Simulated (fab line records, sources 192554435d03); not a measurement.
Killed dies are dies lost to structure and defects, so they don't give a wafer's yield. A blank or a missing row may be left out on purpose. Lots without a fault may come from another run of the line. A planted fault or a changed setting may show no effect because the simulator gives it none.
Chamber matching | flow n5_finfet | N5_BEOL_M3_ETCH_74 on rie_diel-02: 4 sister chambers
The step etches underlayer in N2/H2, target depth 6.5 nm, time 5.2 s. 18 wafers are shown with their chamber, then 9 later ones without.

WAFERS WITH THEIR CHAMBER
wafer  | chamber | showerhead_plenum_p_Torr (Torr) | drypump_motor_current_A (A) | throttle_valve_pct (%)
L075.1 | 3       | 2.44                            | 5.32                        | 17.85
L075.2 | 2       | 2.58                            | 5.85                        | 17.31
L075.3 | 1       | 2.48                            | 5.67                        | 17.80
L076.1 | 3       | 2.44                            | 5.34                        | 17.86
L076.2 | 0       | 2.62                            | 5.12                        | 18.05
L076.4 | 2       | 2.58                            | 5.85                        | 17.33
L079.1 | 1       | 2.48                            | 5.68                        | 17.81
L079.4 | 2       | 2.58                            | 5.85                        | 17.32
L079.6 | 1       | 2.48                            | 5.67                        | 17.77
L080.4 | 3       | 2.43                            | 5.34                        | 17.85
L080.5 | 3       | 2.43                            | 5.34                        | 17.85
L080.6 | 0       | 2.61                            | 5.09                        | 18.06
L082.1 | 3       | 2.43                            | 5.34                        | 17.85
L082.2 | 2       | 2.58                            | 5.84                        | 17.32
L082.6 | 2       | 2.58                            | 5.82                        | 17.34
L084.1 | 2       | 2.58                            | 5.85                        | 17.34
L084.2 | 0       | 2.61                            | 5.11                        | 18.08
L084.6 | 0       | 2.61                            | 5.09                        | 18.10

SIGNATURES (means of the wafers above)
reading                  | chamber 0 | chamber 1 | chamber 2 | chamber 3 | scatter within a chamber
showerhead_plenum_p_Torr | 2.6125    | 2.4800    | 2.5800    | 2.4340    | 0.00373
drypump_motor_current_A  | 5.1025    | 5.6733    | 5.8433    | 5.3360    | 0.0113
throttle_valve_pct       | 18.0725   | 17.7933   | 17.3267   | 17.8520   | 0.015
Rule: a wafer's distance from a chamber is the root of the sum, over the readings, of the square of ((its reading less the chamber's mean) divided by the reading's scatter). The wafer belongs to the nearest chamber; if the next one is less than 2 further off, it can't be placed. The scatter: the root of (the sum of the squares of (reading less its chamber's mean) over the shown wafers, divided by (wafers less chambers)).

WAFERS WITHOUT THEIR CHAMBER
wafer  | showerhead_plenum_p_Torr (Torr) | drypump_motor_current_A (A) | throttle_valve_pct (%)
L089.1 | 2.61                            | 5.11                        | 18.08
L089.3 | 2.57                            | 5.86                        | 17.36
L089.4 | 2.47                            | 5.70                        | 17.82
L092.2 | 2.61                            | 5.11                        | 17.65
L092.4 | 2.42                            | 5.33                        | 17.89
L092.6 | 2.57                            | 5.83                        | 17.38
L096.1 | 2.56                            | 5.85                        | 17.38
L096.4 | 2.42                            | 5.37                        | 17.90
L096.6 | 2.46                            | 5.66                        | 17.85

WHICH CHAMBER EACH WENT THROUGH
wafer  | from the rows above | in truth
L089.1 | 0                   | 0
L089.3 | 2                   | 2
L089.4 | 1                   | 1
L092.2 | 0                   | 0
L092.4 | 3                   | 3
L092.6 | 2                   | 2
L096.1 | 2                   | 2
L096.4 | 3                   | 3
L096.6 | 1                   | 1
Placed correctly: 9 of 9. Can't be placed from these rows: 0. Placed wrongly: 0.
